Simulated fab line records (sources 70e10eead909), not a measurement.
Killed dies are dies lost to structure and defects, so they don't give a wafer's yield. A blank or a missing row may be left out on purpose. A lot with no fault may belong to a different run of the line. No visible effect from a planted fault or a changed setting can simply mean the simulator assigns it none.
3 desks, one fault	flow nand harc	each desk has only its own numbers; what lay behind them comes last

THE DEFECT DESK
Per lot, the means of the sampled wafers with a number show what the inspections along the route counted. A lot is out of limits, marked OUT, if its mean lies more than 4 standard deviations from the usual mean; the brackets give that distance.
Columns: A = raw defect count at NHARC_A_BLC_INSPECT_28, usual 391
lot	first seen here	A
L282	day 17 18:04	366
L285	day 17 21:13	341
L286	day 18 12:24	410
L287	day 18 15:43	298
L289	day 19 09:02	427
L290	day 19 14:43	320
L291	day 19 15:42	438
L294	day 20 09:34	334
L298	day 22 05:42	685
L302	day 22 18:39	389
L304	day 23 00:37	383
L303	day 23 12:52	411
Result from this desk: across the 12 lots, nothing is out of limits.

THE METROLOGY DESK
Means of the sampled wafers that have a number, per lot and without regard to the tool the lot ran on: this is what the gauges read. A lot is out of limits, marked OUT, if its mean lies more than 4 standard deviations from the usual mean; the brackets give that distance.
Columns: A = overlay x nm at NHARC_A_M1_OVL_MEAS_10, usual 0.1 nm; B = overlay y nm at NHARC_A_M1_OVL_MEAS_10, usual -0.3 nm
lot	first seen here	A	B
L282	day 17 22:55	0.0	0.0
L285	day 18 02:20	-0.2	-0.4
L286	day 18 17:38	2.1	-1.1
L287	day 18 20:50	-0.4	-0.9
L289	day 19 14:05	-0.3	-0.2
L290	day 19 19:49	-0.6	-0.8
L291	day 19 20:53	0.1	1.2
L294	day 20 14:40	1.7	0.8
L298	day 22 10:56	-0.5	-1.1
L302	day 23 00:58	-0.1	-1.0
L304	day 23 05:41	-1.6	-0.6
L303	day 23 17:40	-0.3	-0.9
Result from this desk: across the 12 lots, nothing is out of limits.

TOOL OWNER'S DESK, rie diel-03
The tool's own readings at NHARC_A_M1_ETCH_35 (etches the open film in N2/H2, target depth 40 nm, overetch 12 nm, time 43.94 s): means of the sampled wafers that have a number, for each lot that ran on this tool. A lot is out of limits, marked OUT, if its mean lies more than 4 standard deviations from the usual mean; the brackets give that distance.
Columns: A = bias w at NHARC_A_M1_ETCH_35, usual 150.0 W; B = chamber pressure mTorr at NHARC_A_M1_ETCH_35, usual 30.000 mTorr; C = drypump motor current A at NHARC_A_M1_ETCH_35, usual 6.01 A; D = oes product au at NHARC_A_M1_ETCH_35, usual 1.001 a.u.; E = rf vpp V at NHARC_A_M1_ETCH_35, usual 431.4 V; F = showerhead plenum p Torr at NHARC_A_M1_ETCH_35, usual 2.07 Torr; G = throttle valve pct at NHARC_A_M1_ETCH_35, usual 14.172 %
lot	first seen here	A	B	C	D	E	F	G
L285	day 18 02:31	150.2	30.024	5.96	0.997	432.7	2.10	14.183
L291	day 19 21:05	149.9	30.002	5.96	1.000	431.5	2.10	14.172
L294	day 20 14:51	149.7	29.971	6.06	0.926 (-12) OUT	433.4	2.13	14.163
L298	day 22 11:07	150.0	30.000	5.85	0.963 (-5.9) OUT	430.5	2.04	14.171
Finding of this desk: L294, L298 out of limits; the first was L294 at day 20 14:51, on oes product au at NHARC_A_M1_ETCH_35. L285, L291: within limits.

BROUGHT TOGETHER
An alarm could have come from the tool owner's desk at day 20 14:51, on L294, L298.
Nothing out of limits was seen by the defect desk.
From the metrology desk's view, nothing was out of limits.
The defect desk has L294, L298 on record, within its limits.
The metrology desk has L294, L298 on record, within its limits.
The lots listed all ran NHARC_A_M1_ETCH_35 on rie diel-03.

WHAT THE SIMULATOR HAD PUT IN
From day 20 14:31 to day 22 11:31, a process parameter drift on rie diel-03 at NHARC_A_M1_ETCH_35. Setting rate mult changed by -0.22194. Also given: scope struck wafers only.
Struck lots among those shown: L294, L298.
Each desk's first reading out of limits, in hours after the fault started: the tool owner's desk, 0.
